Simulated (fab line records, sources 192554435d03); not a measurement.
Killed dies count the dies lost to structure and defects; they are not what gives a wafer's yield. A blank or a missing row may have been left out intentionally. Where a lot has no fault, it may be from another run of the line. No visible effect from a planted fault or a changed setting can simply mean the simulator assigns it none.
Chamber matching + flow n5Finfet + N5_BEOL_M9_ETCH_65 on rieDiel-04 has 4 sister chambers
The step etches SiARC in CF4, target depth 15.6 nm, time 26 s. 4 wafers are shown with their chamber, then 7 later ones without.

WAFERS, EACH WITH ITS CHAMBER
| wafer  | chamber | throttleValvePct (%) |
|--------|---------|----------------------|
| L079.5 | 0       | 15.46                |
| L087.6 | 3       | 15.81                |
| L089.1 | 2       | 15.81                |
| L089.4 | 1       | 16.07                |

WAFERS WHOSE CHAMBER IS MISSING
| wafer  | throttleValvePct (%) |
|--------|----------------------|
| L089.6 | 15.81                |
| L096.1 | 15.53                |
| L096.2 | 15.83                |
| L096.5 | 15.81                |
| L097.3 | 16.13                |
| L097.4 | 16.13                |
| L097.5 | 15.52                |

WHICH CHAMBER EACH ONE RAN IN
| wafer  | from the rows above     | in truth |
|--------|-------------------------|----------|
| L089.6 | can't be placed: 2 or 3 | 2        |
| L096.1 | 0                       | 0        |
| L096.2 | can't be placed: 2 or 3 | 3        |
| L096.5 | can't be placed: 2 or 3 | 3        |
| L097.3 | 1                       | 1        |
| L097.4 | 1                       | 1        |
| L097.5 | 0                       | 0        |
Correctly placed: 4 of 7. Cannot be placed on the basis of these rows: 3; the candidates contain the true chamber in 3. Wrongly placed: 0.
How it was worked out, from the rows above alone: a wafer's distance from a chamber is the root of the sum, over the readings, of the square of ((its reading less the chamber's mean) divided by the reading's scatter). The wafer belongs to the nearest chamber; if the next one is less than 2 further off, it can't be placed. A chamber's mean is the mean of its shown wafers. The scatter: root of mean squared gap, hidden wafer to nearest shown wafer, with one shown wafer a chamber.
